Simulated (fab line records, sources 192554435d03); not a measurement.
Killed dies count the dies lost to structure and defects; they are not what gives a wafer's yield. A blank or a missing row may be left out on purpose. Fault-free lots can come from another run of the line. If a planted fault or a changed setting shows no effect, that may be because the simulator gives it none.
Matching of chambers / flow n5Finfet / N5_HKMG_FIN_ALD_36 on aldMetal-02: 4 sister chambers
The step deposits TiN, target thk 1 nm, pulse time 1 s, purge time 3 s. 8 wafers are shown with their chamber, then 7 later ones without.

== WAFERS WITH THEIR CHAMBER ==
wafer=L076.6; chamber=3; heaterPowerW (W)=990; precursorPulseHeightRel=0.974
wafer=L087.4; chamber=2; heaterPowerW (W)=999; precursorPulseHeightRel=1.010
wafer=L087.5; chamber=3; heaterPowerW (W)=987; precursorPulseHeightRel=0.997
wafer=L088.1; chamber=2; heaterPowerW (W)=1008; precursorPulseHeightRel=0.982
wafer=L088.2; chamber=0; heaterPowerW (W)=860; precursorPulseHeightRel=1.019
wafer=L088.6; chamber=0; heaterPowerW (W)=891; precursorPulseHeightRel=1.021
wafer=L091.1; chamber=1; heaterPowerW (W)=900; precursorPulseHeightRel=0.972
wafer=L091.5; chamber=1; heaterPowerW (W)=875; precursorPulseHeightRel=0.983

== WAFERS MISSING THEIR CHAMBER ==
wafer=L091.6; heaterPowerW (W)=879; precursorPulseHeightRel=0.979
wafer=L095.3; heaterPowerW (W)=958; precursorPulseHeightRel=0.945
wafer=L095.5; heaterPowerW (W)=850; precursorPulseHeightRel=0.974
wafer=L095.6; heaterPowerW (W)=915; precursorPulseHeightRel=0.987
wafer=L097.2; heaterPowerW (W)=873; precursorPulseHeightRel=1.015
wafer=L097.3; heaterPowerW (W)=954; precursorPulseHeightRel=0.980
wafer=L097.4; heaterPowerW (W)=911; precursorPulseHeightRel=1.028

== THE CHAMBER EACH PASSED THROUGH ==
wafer=L091.6; from the rows above=1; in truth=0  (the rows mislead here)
wafer=L095.3; from the rows above=can't be placed: 3 or 2 or 1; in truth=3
wafer=L095.5; from the rows above=can't be placed: 1 or 0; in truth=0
wafer=L095.6; from the rows above=can't be placed: 1 or 0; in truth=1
wafer=L097.2; from the rows above=0; in truth=0
wafer=L097.3; from the rows above=can't be placed: 3 or 2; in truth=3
wafer=L097.4; from the rows above=can't be placed: 0 or 1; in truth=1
Placed correctly: 1 of 7. Can't be placed from these rows: 5 (the true chamber is among the candidates in 5). Placed wrongly: 1.
How it was worked out, from the rows above alone: a wafer's distance from a chamber is the root of the sum, over the readings, of the square of ((its reading less the chamber's mean) divided by the reading's scatter). If the next closest chamber is less than 2 further off than the closest, the wafer can't be placed; otherwise it belongs to the closest. For every chamber, the mean is computed from those of its wafers that are shown. The scatter: the root of (the sum of the squares of (reading less its chamber's mean) over the shown wafers, divided by (wafers less chambers)).
